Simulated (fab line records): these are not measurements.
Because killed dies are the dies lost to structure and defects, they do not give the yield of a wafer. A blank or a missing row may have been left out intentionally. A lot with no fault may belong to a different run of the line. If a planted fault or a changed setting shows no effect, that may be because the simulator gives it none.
Chamber matching | flow n5 finfet | N5_GATE_CUT_ALD_22 on ald sin-03 has 4 sister chambers
The step deposits SiNx, target thk 16 nm, pulse time 1 s, ald cycles 320. 4 wafers are shown with their chamber, then 7 later ones without.

## WAFERS WITH THEIR CHAMBER
wafer  | chamber | heater power w (W)
L550.3 | 1       | 856
L550.5 | 3       | 753
L551.2 | 2       | 753
L551.3 | 0       | 962

## WAFERS WHOSE CHAMBER IS MISSING
wafer  | heater power w (W)
L551.4 | 806
L552.1 | 932
L552.2 | 780
L552.5 | 859
L556.1 | 947
L556.2 | 766
L556.3 | 790

## WHICH CHAMBER EACH WENT THROUGH
wafer  | from the rows above          | in truth
L551.4 | can't be placed: 1 or 2 or 3 | 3
L552.1 | can't be placed: 0 or 1      | 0
L552.2 | can't be placed: 2 or 3 or 1 | 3
L552.5 | 1                            | 1
L556.1 | 0                            | 0
L556.2 | can't be placed: 2 or 3      | 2
L556.3 | can't be placed: 2 or 3 or 1 | 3
Placed correctly: 2 of 7. Can't be placed from these rows: 5 (the true chamber is among the candidates in 5). Wrongly placed: 0.
How it was worked out, from the rows above alone: a wafer's distance from a chamber is the root of the sum, over the readings, of the square of ((its reading less the chamber's mean) divided by the reading's scatter). The wafer belongs to the nearest chamber; if the next one is less than 2 further off, it can't be placed. A chamber's mean is the mean of its shown wafers. The scatter (one wafer shown for each chamber): square how far every hidden wafer sits from the nearest shown wafer, average those squares and take the square root.
